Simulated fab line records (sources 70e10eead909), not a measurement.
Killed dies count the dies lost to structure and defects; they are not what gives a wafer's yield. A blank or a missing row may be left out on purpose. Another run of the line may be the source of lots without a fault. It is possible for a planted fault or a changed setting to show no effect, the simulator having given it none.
Struck lot and sound lot, side by side    flow nand-harc    15 out of 1302 route steps
Sound: the wafers L489.1, L489.2, L489.6. Wafers L501.2, L501.3, L501.4 were the ones struck. The cause is named last.
At each step with rows: each side's tool, then ch and its chambers, then its first start. Under that, the readings that differ: sound wafers    struck wafers    difference of the means    sigmas: that difference in standard deviations of wafers without a fault.
alike: same words and numbers on both sides, and readings whose means sit less than 2 such deviations apart. not compared: any withheld reading, any reading some wafer has no value for, any bound like >300 that may hide the same value, and any number with overlapping values for which the record gives no deviation.
The two part at a step that has a row with sigmas, a row that says differs or no value, or rows on one side only. When numbers do not overlap yet have no deviation, they are printed without sigmas and do not part them. A reading missing from all wafers of one side parts the sides only when that side holds two or more wafers.

first, 1 step without rows for these wafers: NHARC_P_ZERO_WELL_HARDBAKE_53 (time 80 s).
NHARC_P_ZERO_WELL_DESCUM_54: chemistry O2, time 3 s.
  sound on rie-diel-13 ch 2,3, day 5 03:02; struck on rie-diel-12 ch 0,1,2, day 9 23:52
  alike: drypump-motor-current-A, o2-flow-sccm, oes-product-au, rf-vpp-V, showerhead-plenum-p-Torr, throttle-valve-pct
  not compared: rf-hours-counter-h
then, 5 steps without rows for these wafers: NHARC_P_ZERO_WELL_IMPLANT_55; NHARC_P_ZERO_WELL_IMPLANT_61; NHARC_P_ZERO_WELL_STRIP_56 (strips in SPM, time 840 s); NHARC_P_ZERO_WELL_PRECLEAN_68 (cleans in SC1, time 60 s); NHARC_P_ZERO_WELL_SRD_69.
NHARC_P_ZERO_WELL_RTA_42: time 300 s.
  sound on rtp-anneal-02 ch 0, day 5 04:01; struck on rtp-anneal-02 ch 0, day 10 00:57
  alike: lamp-power-pct, wafer_temp_C_max
NHARC_P_ZERO_WELL_INSPECT_43:
  sound: defect-inspect-02 at day 5 04:43; struck: defect-inspect-01 at day 10 01:32
  alike: raw-defect-count
then, 3 steps without rows for these wafers: NHARC_P_STI_ETCH_26 (etches SiO2 in dHF, target depth 11 nm); NHARC_P_STI_PRECLEAN_27 (cleans in SC1); NHARC_P_STI_SRD_28.
NHARC_P_STI_OXIDE_29: material SiO2, target thk 10 nm, ox time 1362 s.
  sound on furnace-06 ch 0, day 5 09:19; struck on furnace-07 ch 0, day 10 13:41
  alike: spike-tc-upper-C
then, 2 steps without rows for these wafers: NHARC_P_STI_HM_DEP_30 (deposits Si3N4, target thk 80 nm, time 873 s); NHARC_END_SORT_01.

## WHERE THEY PART
Nowhere in this record.

WHY: the cause the simulator had injected
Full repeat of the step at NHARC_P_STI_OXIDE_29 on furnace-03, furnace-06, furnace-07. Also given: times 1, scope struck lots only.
